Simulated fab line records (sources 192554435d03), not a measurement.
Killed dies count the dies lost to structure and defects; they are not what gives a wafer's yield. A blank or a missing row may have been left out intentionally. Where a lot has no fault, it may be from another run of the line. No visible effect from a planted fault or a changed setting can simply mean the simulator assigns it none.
Which tool was responsible? | flow n5 finfet | Sampling: 24 lots, 72 wafers, 4 of 1938 route steps

## WHAT THE GAUGES READ, wafer by wafer
N5_BEOL_M1_OCD_MEAS_38.
lot  | measured     | on     | trench depth nm (nm)
L074 | day 6 09:28  | ocd-02 | 54.7 55.4 55.8
L075 | day 6 14:40  | ocd-02 | 52.5 52.7 55.7
L076 | day 7 03:15  | ocd-01 | 54.1 54.7 53.2
L077 | day 7 16:02  | ocd-01 | 54.3 55.4 52.4
L079 | day 7 15:57  | ocd-02 | 57.5 54.7 55.5
L080 | day 7 16:26  | ocd-02 | 51.8 54.6 54.8
L078 | day 7 19:13  | ocd-01 | 55.2 53.6 54.3
L081 | day 8 03:57  | ocd-02 | 55.3 53.7 55.2
L082 | day 8 09:32  | ocd-01 | 54.5 54.7 55.3
L083 | day 8 13:28  | ocd-01 | 55.2 54.8 56.8
L084 | day 8 21:59  | ocd-01 | 56.0 52.9 55.7
L085 | day 9 01:07  | ocd-02 | 54.5 51.3 54.9
L086 | day 9 17:24  | ocd-02 | 54.9 54.0 53.9
L087 | day 10 05:29 | ocd-02 | 54.1 56.4 54.5
L088 | day 10 10:40 | ocd-01 | 55.5 53.8 53.4
L089 | day 10 10:52 | ocd-02 | 53.7 54.6 54.1
L090 | day 10 13:49 | ocd-01 | 55.0 55.4 54.5
L092 | day 10 20:52 | ocd-02 | 54.5 54.3 57.1
L091 | day 10 22:29 | ocd-02 | 53.7 55.4 56.2
L093 | day 11 03:25 | ocd-02 | 56.1 55.8 56.8
L094 | day 11 14:01 | ocd-01 | 54.6 55.6 53.6
L095 | day 11 16:59 | ocd-01 | 56.3 55.8 55.3
L097 | day 11 22:39 | ocd-01 | 54.4 54.1 55.3
L096 | day 12 01:53 | ocd-01 | 54.3 56.2 53.4

## TOOL THAT RAN EACH LOT (tool first, then ch and the chambers of the sampled wafers, then the start)
lot  | N5_BEOL_M1_ILD_DEP_00           | N5_BEOL_M1_PECVD_72             | N5_BEOL_M1_ETCH_64
L074 | pecvd-02 ch 0,2, day 6 01:25    | pecvd-03 ch 0,1,2, day 6 01:31  | rie diel-01 ch 1,2,3, day 6 03:28
L075 | pecvd-03 ch 0,1,2, day 6 10:24  | pecvd-02 ch 1,2, day 6 10:31    | rie diel-01 ch 0,3, day 6 11:10
L076 | pecvd-02 ch 0,1,2, day 6 23:00  | pecvd-03 ch 0,1,2, day 6 23:06  | rie diel-06 ch 0,2,3, day 7 01:38
L077 | pecvd-01 ch 0,2, day 7 11:24    | pecvd-02 ch 1,2, day 7 11:31    | rie diel-06 ch 0,2,3, day 7 13:25
L079 | pecvd-02 ch 0,1,2, day 7 12:55  | pecvd-03 ch 0,1, day 7 13:01    | rie diel-01 ch 1,2, day 7 14:17
L080 | pecvd-01 ch 0,2, day 7 13:39    | pecvd-03 ch 0,1, day 7 13:45    | rie diel-05 ch 1,3, day 7 14:24
L078 | pecvd-03 ch 0,2, day 7 15:02    | pecvd-01 ch 0,1,2, day 7 15:09  | rie diel-06 ch 0,1,2, day 7 16:42
L081 | pecvd-01 ch 1,2, day 7 21:07    | pecvd-01 ch 1,2, day 7 21:13    | rie diel-05 ch 0,1,3, day 7 22:56
L082 | pecvd-01 ch 0,2, day 8 00:12    | pecvd-01 ch 0,1, day 8 00:19    | rie diel-06 ch 0,2,3, day 8 04:53
L083 | pecvd-02 ch 1,2, day 8 08:44    | pecvd-01 ch 0,1, day 8 08:51    | rie diel-05 ch 2,3, day 8 10:22
L084 | pecvd-01 ch 0,2, day 8 17:13    | pecvd-03 ch 1,2, day 8 17:20    | rie diel-06 ch 0,2,3, day 8 19:05
L085 | pecvd-01 ch 0,2, day 8 19:13    | pecvd-03 ch 1,2, day 8 19:19    | rie diel-05 ch 2,3, day 8 22:44
L086 | pecvd-01 ch 0,2, day 9 09:47    | pecvd-03 ch 1,2, day 9 09:53    | rie diel-01 ch 1,2,3, day 9 13:26
L087 | pecvd-01 ch 0,1, day 9 15:11    | pecvd-01 ch 0,1, day 9 15:17    | rie diel-06 ch 3, day 9 17:47
L088 | pecvd-03 ch 1,2, day 9 19:45    | pecvd-02 ch 1,2, day 9 19:52    | rie diel-06 ch 1,3, day 9 22:22
L089 | pecvd-02 ch 1,2, day 9 23:26    | pecvd-03 ch 0,1,2, day 9 23:32  | rie diel-05 ch 1,2,3, day 10 00:29
L090 | pecvd-02 ch 0,2, day 10 10:56   | pecvd-01 ch 1,2, day 10 11:02   | rie diel-06 ch 1,2,3, day 10 12:04
L092 | pecvd-02 ch 0,2, day 10 14:37   | pecvd-03 ch 1,2, day 10 14:43   | rie diel-01 ch 0,2,3, day 10 19:16
L091 | pecvd-02 ch 0,1,2, day 10 14:48 | pecvd-01 ch 1,2, day 10 14:55   | rie diel-05 ch 1,3, day 10 19:29
L093 | pecvd-02 ch 0,1,2, day 10 23:34 | pecvd-03 ch 2, day 10 23:40     | rie diel-06 ch 2,3, day 11 01:12
L094 | pecvd-02 ch 1,2, day 11 05:13   | pecvd-03 ch 1, day 11 05:19     | rie diel-01 ch 0,2, day 11 06:52
L095 | pecvd-02 ch 0,1, day 11 08:51   | pecvd-01 ch 0,1, day 11 08:57   | rie diel-05 ch 0,1,3, day 11 13:28
L097 | pecvd-01 ch 0,1, day 11 16:21   | pecvd-03 ch 1,2, day 11 16:28   | rie diel-01 ch 0,2, day 11 17:50
L096 | pecvd-01 ch 0,1,2, day 11 21:31 | pecvd-02 ch 0,1,2, day 11 21:37 | rie diel-06 ch 0,2, day 11 23:13
- N5_BEOL_M1_ILD_DEP_00: deposits SiOC from DEMS/O2, target thk 79 nm, time 15.3 s.
- N5_BEOL_M1_PECVD_72: deposits SiO2 from TEOS/O2, target thk 16 nm, time 18 s.
- N5_BEOL_M1_ETCH_64: etches SOC in N2/H2, target depth 75 nm, overetch 15 nm, time 112.5 s.

## WHAT THE TOOLS THEMSELVES READ (means of the sampled wafers that have a number; where no wafer has one, the mark that the record gives instead)
N5_BEOL_M1_ILD_DEP_00.
lot  | tool     | heater power w (W) | showerhead plenum p Torr (Torr) | throttle valve pct (%)
L074 | pecvd-02 | 499                | 5.698                           | 11.4
L075 | pecvd-03 | 444                | 5.694                           | 12.0
L076 | pecvd-02 | 487                | 5.687                           | 11.4
L077 | pecvd-01 | 508                | 5.719                           | 10.9
L079 | pecvd-02 | 495                | 5.694                           | 11.4
L080 | pecvd-01 | 513                | 5.717                           | 10.8
L078 | pecvd-03 | 472                | 5.694                           | 11.7
L081 | pecvd-01 | 575                | 5.704                           | 11.3
L082 | pecvd-01 | 519                | 5.709                           | 10.8
L083 | pecvd-02 | 530                | 5.701                           | 11.2
L084 | pecvd-01 | 541                | 5.719                           | 11.2
L085 | pecvd-01 | 516                | 5.724                           | 11.2
L086 | pecvd-01 | 493                | 5.719                           | 11.0
L087 | pecvd-01 | 517                | 5.712                           | 11.6
L088 | pecvd-03 | 403                | 5.689                           | 12.5
L089 | pecvd-02 | 479                | 5.693                           | 11.5
L090 | pecvd-02 | 505                | 5.690                           | 11.6
L092 | pecvd-02 | 519                | 5.686                           | 11.5
L091 | pecvd-02 | 497                | 5.695                           | 11.6
L093 | pecvd-02 | 520                | 5.698                           | 11.6
L094 | pecvd-02 | 554                | 5.688                           | 11.4
L095 | pecvd-02 | 471                | 5.693                           | 11.6
L097 | pecvd-01 | 553                | 5.711                           | 11.7
L096 | pecvd-01 | 520                | 5.714                           | 11.5

N5_BEOL_M1_PECVD_72.
lot  | tool     | heater power w (W) | showerhead plenum p Torr (Torr) | throttle valve pct (%)
L074 | pecvd-03 | 654                | 8.80                            | 22.5
L075 | pecvd-02 | 710                | 8.78                            | 21.1
L076 | pecvd-03 | 671                | 8.80                            | 22.6
L077 | pecvd-02 | 793                | 8.79                            | 21.4
L079 | pecvd-03 | 721                | 8.76                            | 22.1
L080 | pecvd-03 | 651                | 8.75                            | 23.0
L078 | pecvd-01 | 812                | 8.87                            | 21.2
L081 | pecvd-01 | 757                | 8.88                            | 20.7
L082 | pecvd-01 | 734                | 8.88                            | 21.6
L083 | pecvd-01 | 757                | 8.86                            | 21.6
L084 | pecvd-03 | 671                | 8.78                            | 23.4
L085 | pecvd-03 | 633                | 8.83                            | 23.0
L086 | pecvd-03 | 651                | 8.84                            | 23.1
L087 | pecvd-01 | 833                | 8.83                            | 22.0
L088 | pecvd-02 | 757                | 8.81                            | 21.3
L089 | pecvd-03 | 643                | 8.80                            | 22.7
L090 | pecvd-01 | 726                | 8.90                            | 20.8
L092 | pecvd-03 | 668                | 8.85                            | 23.1
L091 | pecvd-01 | 747                | 8.89                            | 20.7
L093 | pecvd-03 | 674                | 8.88                            | 22.8
L094 | pecvd-03 | 654                | 8.73                            | 23.8
L095 | pecvd-01 | 811                | 8.84                            | 22.0
L097 | pecvd-03 | 613                | 8.86                            | 23.2
L096 | pecvd-02 | 755                | 8.79                            | 21.5

N5_BEOL_M1_ETCH_64.
lot  | tool        | drypump motor current A (A) | oes product au (a.u.) | rf vpp V (V) | showerhead plenum p Torr (Torr) | throttle valve pct (%)
L074 | rie diel-01 | 6.1                         | 0.60                  | 524.6        | 2.58                            | 17.59
L075 | rie diel-01 | 5.6                         | 0.64                  | 527.3        | 2.68                            | 17.81
L076 | rie diel-06 | 5.9                         | 0.59                  | 523.0        | 2.49                            | 17.96
L077 | rie diel-06 | 5.8                         | 0.59                  | 522.8        | 2.49                            | 17.96
L079 | rie diel-01 | 6.3                         | 0.61                  | 524.7        | 2.58                            | 17.43
L080 | rie diel-05 | 6.0                         | 0.57                  | 522.2        | 2.49                            | 17.66
L078 | rie diel-06 | 5.7                         | 0.61                  | 522.7        | 2.50                            | 17.89
L081 | rie diel-05 | 5.8                         | 0.58                  | 523.2        | 2.50                            | 17.84
L082 | rie diel-06 | 5.9                         | 0.59                  | 522.2        | 2.49                            | 17.97
L083 | rie diel-05 | 5.7                         | 0.55                  | 526.0        | 2.62                            | 18.01
L084 | rie diel-06 | 5.9                         | 0.58                  | 523.1        | 2.49                            | 17.98
L085 | rie diel-05 | 5.7                         | 0.55                  | 525.7        | 2.61                            | 18.01
L086 | rie diel-01 | 6.1                         | 0.59                  | 524.2        | 2.57                            | 17.62
L087 | rie diel-06 | 6.3                         | 0.63                  | 525.0        | 2.58                            | 17.96
L088 | rie diel-06 | 6.0                         | 0.65                  | 525.1        | 2.59                            | 17.83
L089 | rie diel-05 | 5.8                         | 0.55                  | 524.1        | 2.55                            | 17.86
L090 | rie diel-06 | 6.1                         | 0.62                  | 524.6        | 2.56                            | 17.83
L092 | rie diel-01 | 5.9                         | 0.59                  | 524.7        | 2.58                            | 17.81
L091 | rie diel-05 | 6.0                         | 0.55                  | 522.0        | 2.48                            | 17.69
L093 | rie diel-06 | 6.3                         | 0.60                  | 523.9        | 2.55                            | 17.89
L094 | rie diel-01 | 5.8                         | 0.62                  | 525.1        | 2.60                            | 17.80
L095 | rie diel-05 | 5.8                         | 0.56                  | 521.8        | 2.49                            | 17.89
L097 | rie diel-01 | 5.8                         | 0.61                  | 525.4        | 2.60                            | 17.82
L096 | rie diel-06 | 5.8                         | 0.62                  | 524.9        | 2.56                            | 17.76

## THE ANSWER, worked out from the rows above alone
Rule: the usual values come from the lots themselves. Put in order of their means at a reading, lots are off if they are a third of the lots or fewer, leave a main group of 4 or more, and stand apart from it by a gap of 3 or more times the standard deviation of the main group's means; of several such gaps the widest counts. A main group is skipped when, at the precision printed for the reading in the tables above, its means are all equal. Also off: a lot with no number at a reading for which 4 or more lots have one. Any other lot the step has rows for is counted as sound. First the gauges in route order, then the tools' own readings, where a lot's mean is used as printed above. The first step at which some lot is off is used, and at that step the reading that is off furthest; a lot without a number counts as furthest.
No lot is off at any reading shown: from this, nothing can be told.

## WHAT WAS PUT IN BY THE SIMULATOR
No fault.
